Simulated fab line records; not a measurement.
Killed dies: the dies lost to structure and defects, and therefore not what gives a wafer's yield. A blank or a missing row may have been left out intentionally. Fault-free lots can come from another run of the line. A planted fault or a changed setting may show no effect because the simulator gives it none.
Chamber matching ; flow n5_finfet ; N5_BEOL_M14_ETCH_67 on rie_diel-06 has 4 sister chambers
The step etches SiARC in CF4, target depth 143 nm, time 238.3 s. 4 wafers are shown with their chamber, then 8 later ones without.

WAFERS, EACH WITH ITS CHAMBER
wafer;chamber;showerhead_plenum_p_Torr (Torr)
L086.5;2;2.14
L090.1;1;2.14
L090.4;0;2.25
L088.1;3;2.08

WAFERS WHOSE CHAMBER IS MISSING
wafer;showerhead_plenum_p_Torr (Torr)
L088.3;2.14
L088.5;2.25
L092.1;2.08
L092.2;2.14
L092.3;2.25
L096.2;2.14
L096.3;2.13
L096.6;2.24

WHICH CHAMBER EACH ONE RAN IN
wafer;from the rows above;in truth
L088.3;can't be placed: 1 or 2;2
L088.5;0;0
L092.1;3;3
L092.2;can't be placed: 1 or 2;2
L092.3;0;0
L096.2;can't be placed: 1 or 2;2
L096.3;can't be placed: 1 or 2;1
L096.6;0;0
Correctly placed: 4 of 8. Cannot be placed on the basis of these rows: 4; the candidates contain the true chamber in 4. Wrongly placed: 0.
How it was worked out, from the rows above alone: a wafer's distance from a chamber is the root of the sum, over the readings, of the square of ((its reading less the chamber's mean) divided by the reading's scatter). If the next closest chamber is less than 2 further off than the closest, the wafer can't be placed; otherwise it belongs to the closest. Each chamber's mean is taken over the wafers shown for it. The scatter: root of mean squared gap, hidden wafer to nearest shown wafer, with one shown wafer a chamber.
